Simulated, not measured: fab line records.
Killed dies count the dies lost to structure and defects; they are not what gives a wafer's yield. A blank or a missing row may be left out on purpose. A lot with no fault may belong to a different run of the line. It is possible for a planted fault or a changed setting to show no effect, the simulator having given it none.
The same fault as seen by 2 desks -- flow n5-finfet -- every desk sees just its own numbers, and what lay behind them comes last

THE TOOL OWNER'S DESK: rie-diel-06
The tool's own readings at N5_BEOL_M0_SAQP_CUT_ETCH_46 (etches SOC in N2/H2, target depth 135 nm, overetch 27 nm, time 202.5 s): means of the sampled wafers that have a number, for each lot that ran on this tool. A lot is out of limits, marked OUT, if its mean lies more than 4 standard deviations from the usual mean; the brackets give that distance.
Columns: A = drypump-motor-current-A at N5_BEOL_M0_SAQP_CUT_ETCH_46, usual 5.7 A; B = rf-fwd-power-W at N5_BEOL_M0_SAQP_CUT_ETCH_46, usual 837.5 W; C = rf-vpp-V at N5_BEOL_M0_SAQP_CUT_ETCH_46, usual 524.1 V; D = showerhead-plenum-p-Torr at N5_BEOL_M0_SAQP_CUT_ETCH_46, usual 2.54 Torr; E = throttle-valve-pct at N5_BEOL_M0_SAQP_CUT_ETCH_46, usual 17.77 %
lot,first seen here,A,B,C,D,E
L663,day 5 19:28,5.5,838.8,526.7,2.61,17.52
L665,day 6 05:22,5.2,839.0,524.7,2.56,17.55
L668,day 6 22:52,5.4,838.2,521.6,2.47,17.55
L669,day 7 06:58,5.8,838.3,521.9,2.45,17.83
L671,day 7 19:23,5.3,837.8,524.3,2.55,17.56
L673,day 8 00:22,5.6,836.7,524.0,2.52,17.64
L677,day 9 05:03,5.4,842.0,524.6,2.58,17.68
This desk's finding: nothing out of limits on any of the 7 lots.

FROM THE METROLOGY DESK
Lot by lot, what the gauges showed, no matter which tool ran the lot: averages of those sampled wafers that carry a number. A lot is out of limits, marked OUT, if its mean lies more than 4 standard deviations from the usual mean; the brackets give that distance. It has 10 readings; the 7 that lie furthest out on some lot are the ones shown.
Columns: A = DIBL_P at N5_BEOL_M4_RC_MEAS_101, usual 36.5 mV/V; B = IOFF_N at N5_BEOL_M4_RC_MEAS_101, usual 0.158 nA/um; C = IOFF_P at N5_BEOL_M4_RC_MEAS_101, usual 0.21 nA/um; D = ION_N at N5_BEOL_M4_RC_MEAS_101, usual 675 uA/um; E = ION_P at N5_BEOL_M4_RC_MEAS_101, usual 464 uA/um; F = VT_N at N5_BEOL_M4_RC_MEAS_101, usual 250.4 mV; G = VT_P at N5_BEOL_M4_RC_MEAS_101, usual -250 mV
lot,first seen here,A,B,C,D,E,F,G
L663,day 7 23:20,37.4,0.161,0.23,679,463,251.5,-249
L665,day 8 02:20,34.4,0.128,0.17,663,456,253.5,-254
L668,day 9 00:47,36.2,0.148,0.19,667,456,251.8,-250
L669,day 9 10:29,38.5,0.180,0.22,684,462,251.3,-251
L671,day 9 20:32,36.6,0.165,0.18,666,447,250.9,-257
L673,day 10 01:27,34.9,0.137,0.19,675,466,252.8,-252
L672,day 10 02:59,37.8,0.169,0.23,693,473,247.9,-249
L677,day 11 15:43,40.0,0.205,0.31,685,475,244.8,-242
L685,day 14 08:34,34.2,0.135,0.21,672,471,251.0,-249
This desk's finding: nothing out of limits on any of the 9 lots.

ALL TOGETHER
The desk of the tool owner found nothing out of limits.
Metrology desk: nothing out of limits seen.

WHAT THE SIMULATOR PUT IN
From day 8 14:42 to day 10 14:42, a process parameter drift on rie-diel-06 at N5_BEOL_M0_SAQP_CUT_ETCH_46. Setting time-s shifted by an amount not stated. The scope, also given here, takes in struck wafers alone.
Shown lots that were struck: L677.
